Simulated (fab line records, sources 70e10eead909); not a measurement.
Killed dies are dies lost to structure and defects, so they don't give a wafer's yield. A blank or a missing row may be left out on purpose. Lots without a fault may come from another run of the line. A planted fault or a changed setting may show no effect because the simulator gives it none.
Chamber matching | flow nand_harc | NHARC_A_STAIRCASE_ALD_415 on ald_hk-04: 4 sister chambers
The step deposits SiO2, target thk 30 nm, pulse time 6 s, ald cycles 300. 8 wafers are shown with their chamber, then 11 later ones without.

WAFERS WITH THEIR CHAMBER
wafer  | chamber | heater_power_w (W) | precursor_pulse_height_rel
L084.3 | 0       | 506                | 1.020
L086.2 | 2       | 538                | 0.998
L086.3 | 3       | 496                | 1.031
L086.4 | 0       | 527                | 0.994
L087.2 | 2       | 531                | 1.021
L087.3 | 1       | 559                | 0.999
L087.6 | 3       | 493                | 0.983
L089.3 | 1       | 552                | 0.992

WAFERS WITHOUT THEIR CHAMBER
wafer  | heater_power_w (W) | precursor_pulse_height_rel
L089.5 | 548                | 1.034
L089.6 | 522                | 1.011
L090.1 | 485                | 0.991
L090.2 | 544                | 1.000
L090.3 | 546                | 1.050
L092.3 | 546                | 1.003
L092.4 | 488                | 1.015
L092.5 | 519                | 0.971
L096.1 | 525                | 0.989
L096.3 | 537                | 0.979
L096.5 | 557                | 0.978

WHICH CHAMBER EACH WENT THROUGH
wafer  | from the rows above          | in truth
L089.5 | can't be placed: 2 or 1      | 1
L089.6 | can't be placed: 0 or 2      | 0
L090.1 | 3                            | 3
L090.2 | can't be placed: 2 or 1      | 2
L090.3 | can't be placed: 2 or 1 or 0 | 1
L092.3 | can't be placed: 1 or 2      | 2
L092.4 | 3                            | 3
L092.5 | can't be placed: 0 or 2 or 3 | 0
L096.1 | can't be placed: 0 or 2      | 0
L096.3 | can't be placed: 2 or 1 or 0 | 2
L096.5 | 1                            | 1
Placed correctly: 3 of 11. Can't be placed from these rows: 8 (the true chamber is among the candidates in 8). Placed wrongly: 0.
How it was worked out, from the rows above alone: a wafer's distance from a chamber is the root of the sum, over the readings, of the square of ((its reading less the chamber's mean) divided by the reading's scatter). The wafer belongs to the nearest chamber; if the next one is less than 2 further off, it can't be placed. A chamber's mean is the mean of its shown wafers. The scatter: the root of (the sum of the squares of (reading less its chamber's mean) over the shown wafers, divided by (wafers less chambers)).
